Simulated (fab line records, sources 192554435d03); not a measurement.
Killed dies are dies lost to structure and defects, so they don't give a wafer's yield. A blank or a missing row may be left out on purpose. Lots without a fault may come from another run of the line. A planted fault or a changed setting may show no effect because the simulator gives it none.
Which tool did it? | flow n5_finfet | 23 lots, 69 wafers sampled, at 4 steps of a route of 1938

WHAT THE GAUGES READ, wafer by wafer
N5_BEOL_M12_OVL_MEAS_11.
lot  | measured     | on         | V11_OVL (nm)
L075 | day 10 21:43 | overlay-01 | -7 2 0
L074 | day 11 00:43 | overlay-02 | -12 -12 -12
L077 | day 11 04:51 | overlay-02 | -8 -3 -4
L078 | day 11 09:40 | overlay-02 | -3 -16 -9
L079 | day 11 14:38 | overlay-02 | -8 -2 -14
L076 | day 11 19:19 | overlay-02 | -9 -11 -3
L081 | day 11 22:07 | overlay-02 | -3 -1 2
L080 | day 12 00:10 | overlay-01 | -11 -14 -12
L082 | day 12 11:16 | overlay-02 | 0 -5 -2
L083 | day 12 18:08 | overlay-01 | 4 7 -3
L084 | day 13 01:33 | overlay-02 | -4 -10 -8
L087 | day 13 12:56 | overlay-02 | 4 -1 -3
L085 | day 13 13:22 | overlay-01 | -1 0 0
L088 | day 13 20:44 | overlay-01 | -8 -9 -10
L086 | day 14 02:14 | overlay-01 | -7 -6 -6
L090 | day 14 17:26 | overlay-01 | -10 -3 -2
L091 | day 14 17:37 | overlay-02 | -8 -11 -7
L093 | day 15 02:50 | overlay-02 | -5 -6 -6
L092 | day 15 07:21 | overlay-01 | -5 -8 -10
L095 | day 15 15:32 | overlay-02 | -1 -2 -2
L094 | day 15 17:10 | overlay-02 | -6 -8 -1
L096 | day 15 22:03 | overlay-02 | -5 -1 -1
L097 | day 16 07:50 | overlay-02 | 3 3 1

N5_BEOL_M12_CD_MEAS_17: target cd 140 nm.
lot  | measured     | on        | cd_nm (nm)
L075 | day 10 22:37 | cd_sem-03 | 140.1 141.7 141.3
L074 | day 11 01:21 | cd_sem-03 | 142.0 141.3 137.6
L077 | day 11 05:27 | cd_sem-01 | 139.5 140.7 140.5
L078 | day 11 10:13 | cd_sem-03 | 137.6 140.2 142.4
L079 | day 11 15:11 | cd_sem-03 | 140.9 141.6 142.3
L076 | day 11 19:54 | cd_sem-02 | 142.7 139.6 140.3
L081 | day 11 22:41 | cd_sem-02 | 142.4 140.2 144.9
L080 | day 12 00:43 | cd_sem-02 | 138.1 138.9 137.4
L082 | day 12 11:49 | cd_sem-01 | 141.8 138.5 137.6
L083 | day 12 18:43 | cd_sem-01 | 143.2 143.2 144.3
L084 | day 13 02:12 | cd_sem-01 | 135.6 136.9 137.7
L087 | day 13 13:29 | cd_sem-02 | 136.7 139.8 134.1
L085 | day 13 13:55 | cd_sem-02 | 138.9 135.4 139.0
L088 | day 13 21:52 | cd_sem-03 | 142.4 143.4 141.7
L086 | day 14 02:47 | cd_sem-01 | 140.5 139.0 138.0
L090 | day 14 17:59 | cd_sem-03 | 139.0 136.8 136.8
L091 | day 14 18:15 | cd_sem-03 | 137.4 137.9 139.3
L093 | day 15 03:23 | cd_sem-01 | 140.0 140.0 140.8
L092 | day 15 07:55 | cd_sem-01 | 135.8 135.8 135.8
L095 | day 15 16:43 | cd_sem-02 | 139.6 140.3 138.0
L094 | day 15 17:43 | cd_sem-03 | 134.8 135.2 138.5
L096 | day 15 22:53 | cd_sem-01 | 141.5 144.1 141.0
L097 | day 16 08:23 | cd_sem-01 | 140.6 137.7 137.5

WHICH TOOL RAN EACH LOT (tool, then ch and the chambers of the sampled wafers, then the start)
lot  | N5_BEOL_M12_ETCH_59                | N5_BEOL_M12_STRIP_63
L075 | rie_diel-05 ch 0,1,3, day 10 22:10 | plasma_asher-02 ch 1, day 10 22:25
L074 | rie_diel-03 ch 1,3, day 11 00:53   | plasma_asher-02 ch 0,1, day 11 01:08
L077 | rie_diel-05 ch 1,3, day 11 04:56   | plasma_asher-02 ch 0,1, day 11 05:14
L078 | rie_diel-05 ch 1,2,3, day 11 09:46 | plasma_asher-02 ch 0,1, day 11 10:01
L079 | rie_diel-01 ch 0,3, day 11 14:44   | plasma_asher-02 ch 0,1, day 11 14:59
L076 | rie_diel-01 ch 0,1,3, day 11 19:24 | plasma_asher-01 ch 0,1, day 11 19:39
L081 | rie_diel-01 ch 0,3, day 11 22:13   | plasma_asher-02 ch 0,1, day 11 22:28
L080 | rie_diel-03 ch 1,3, day 12 00:16   | plasma_asher-01 ch 0, day 12 00:31
L082 | rie_diel-05 ch 0,1,2, day 12 11:21 | plasma_asher-01 ch 0,1, day 12 11:36
L083 | rie_diel-01 ch 1,2, day 12 18:15   | plasma_asher-02 ch 0,1, day 12 18:30
L084 | rie_diel-03 ch 1,2, day 13 01:44   | plasma_asher-01 ch 0,1, day 13 01:59
L087 | rie_diel-03 ch 1,2,3, day 13 13:01 | plasma_asher-02 ch 0,1, day 13 13:16
L085 | rie_diel-01 ch 1,2,3, day 13 13:29 | plasma_asher-02 ch 0,1, day 13 13:44
L088 | rie_diel-03 ch 1,2,3, day 13 21:24 | plasma_asher-02 ch 0,1, day 13 21:39
L086 | rie_diel-03 ch 0,1,2, day 14 02:19 | plasma_asher-02 ch 0,1, day 14 02:34
L090 | rie_diel-03 ch 2,3, day 14 17:32   | plasma_asher-02 ch 0,1, day 14 17:48
L091 | rie_diel-03 ch 1,3, day 14 17:47   | plasma_asher-01 ch 0,1, day 14 18:02
L093 | rie_diel-03 ch 1,2,3, day 15 02:55 | plasma_asher-01 ch 0,1, day 15 03:11
L092 | rie_diel-03 ch 2,3, day 15 07:27   | plasma_asher-01 ch 0,1, day 15 07:42
L095 | rie_diel-03 ch 0,1,2, day 15 16:15 | plasma_asher-01 ch 0,1, day 15 16:30
L094 | rie_diel-03 ch 0,2,3, day 15 17:15 | plasma_asher-01 ch 0,1, day 15 17:30
L096 | rie_diel-03 ch 0,2,3, day 15 22:26 | plasma_asher-01 ch 0,1, day 15 22:41
L097 | rie_diel-01 ch 1,2,3, day 16 07:56 | plasma_asher-02 ch 0,1, day 16 08:11
- N5_BEOL_M12_ETCH_59: etches BARC in N2/H2, target depth 89 nm, overetch 26.7 nm, time 67.9 s.
- N5_BEOL_M12_STRIP_63: strips in N2/H2.

WHAT THE TOOLS THEMSELVES READ (means of the sampled wafers that have a number; where no wafer has one, the mark that the record gives instead)
N5_BEOL_M12_ETCH_59.
lot  | tool        | drypump_motor_current_A (A) | oes_product_au (a.u.) | rf_vpp_V (V) | showerhead_plenum_p_Torr (Torr) | throttle_valve_pct (%)
L075 | rie_diel-05 | 5.6                         | 0.64                  | 525.1        | 2.57                            | 17.91
L074 | rie_diel-03 | 6.4                         | 0.73                  | 523.3        | 2.54                            | 17.80
L077 | rie_diel-05 | 5.6                         | 0.61                  | 522.7        | 2.51                            | 18.13
L078 | rie_diel-05 | 5.8                         | 0.60                  | 524.3        | 2.55                            | 18.18
L079 | rie_diel-01 | 5.2                         | 0.68                  | 521.1        | 2.46                            | 17.75
L076 | rie_diel-01 | 5.3                         | 0.69                  | 522.7        | 2.50                            | 17.67
L081 | rie_diel-01 | 5.1                         | 0.68                  | 521.6        | 2.46                            | 17.66
L080 | rie_diel-03 | 6.4                         | 0.71                  | 523.4        | 2.54                            | 17.81
L082 | rie_diel-05 | 5.8                         | 0.70                  | 524.3        | 2.59                            | 17.85
L083 | rie_diel-01 | 5.6                         | 0.75                  | 524.4        | 2.55                            | 17.78
L084 | rie_diel-03 | 6.2                         | 0.70                  | 521.1        | 2.46                            | 17.76
L087 | rie_diel-03 | 6.1                         | 0.69                  | 524.1        | 2.53                            | 17.86
L085 | rie_diel-01 | 5.5                         | 0.72                  | 522.9        | 2.51                            | 17.89
L088 | rie_diel-03 | 6.1                         | 0.69                  | 523.8        | 2.53                            | 17.87
L086 | rie_diel-03 | 6.1                         | 0.72                  | 524.0        | 2.54                            | 17.66
L090 | rie_diel-03 | 5.8                         | 0.67                  | 523.3        | 2.52                            | 17.89
L091 | rie_diel-03 | 6.0                         | 0.67                  | 525.1        | 2.59                            | 17.97
L093 | rie_diel-03 | 6.1                         | 0.68                  | 523.5        | 2.52                            | 17.89
L092 | rie_diel-03 | 5.8                         | 0.67                  | 523.5        | 2.52                            | 17.92
L095 | rie_diel-03 | 6.0                         | 0.71                  | 523.7        | 2.53                            | 17.70
L094 | rie_diel-03 | 5.7                         | 0.69                  | 525.5        | 2.60                            | 17.81
L096 | rie_diel-03 | 5.7                         | 0.69                  | 524.7        | 2.60                            | 17.80
L097 | rie_diel-01 | 5.5                         | 0.70                  | 522.7        | 2.50                            | 17.93

N5_BEOL_M12_STRIP_63.
lot  | tool            | drypump_motor_current_A (A) | heater_power_w (W) | oes_product_au (a.u.) | strip_time_to_endpoint_s (s)
L075 | plasma_asher-02 | 5.72                        | 351                | 0.697                 | 43.2
L074 | plasma_asher-02 | 5.84                        | 367                | 0.696                 | 42.9
L077 | plasma_asher-02 | 5.81                        | 368                | 0.690                 | 42.5
L078 | plasma_asher-02 | 5.80                        | 369                | 0.695                 | 42.8
L079 | plasma_asher-02 | 5.82                        | 365                | 0.687                 | 41.2
L076 | plasma_asher-01 | 5.29                        | 393                | 0.693                 | 42.1
L081 | plasma_asher-02 | 5.75                        | 360                | 0.691                 | 41.8
L080 | plasma_asher-01 | 5.66                        | 368                | 0.693                 | 42.4
L082 | plasma_asher-01 | 5.28                        | 387                | 0.697                 | 43.4
L083 | plasma_asher-02 | 5.82                        | 369                | 0.694                 | 41.9
L084 | plasma_asher-01 | 5.28                        | 392                | 0.692                 | 42.3
L087 | plasma_asher-02 | 5.81                        | 373                | 0.690                 | 42.3
L085 | plasma_asher-02 | 5.85                        | 368                | 0.693                 | 40.7
L088 | plasma_asher-02 | 5.77                        | 360                | 0.692                 | 42.9
L086 | plasma_asher-02 | 5.78                        | 356                | 0.694                 | 41.2
L090 | plasma_asher-02 | 5.81                        | 366                | 0.696                 | 42.1
L091 | plasma_asher-01 | 5.27                        | 397                | 0.690                 | 42.4
L093 | plasma_asher-01 | 5.45                        | 380                | 0.699                 | 42.7
L092 | plasma_asher-01 | 5.28                        | 393                | 0.694                 | 43.3
L095 | plasma_asher-01 | 5.48                        | 376                | 0.693                 | 44.0
L094 | plasma_asher-01 | 5.49                        | 375                | 0.695                 | 42.0
L096 | plasma_asher-01 | 5.48                        | 381                | 0.687                 | 42.3
L097 | plasma_asher-02 | 5.81                        | 370                | 0.694                 | 42.1

THE ANSWER, worked out from the rows above alone
Rule: what is usual is taken from the lots themselves. Put in order of their means at a reading, lots are off if they are a third of the lots or fewer, leave a main group of 4 or more, and stand apart from it by a gap of 3 or more times the standard deviation of the main group's means; of several such gaps the widest counts. A main group whose means are all the same, to the digits that the tables above print for the reading, isn't used. A lot without any number at a reading at which 4 lots or more have one is off too. The other lots that the step has rows for count as sound. The gauges are gone through in route order, then the tools' own readings, and for those a lot's mean is taken as printed above. The first step at which some lot is off is used, and at that step the reading that is off furthest; a lot without a number counts as furthest.
No lot is off at any reading shown: from this, nothing can be told.

WHAT THE SIMULATOR HAD PUT IN
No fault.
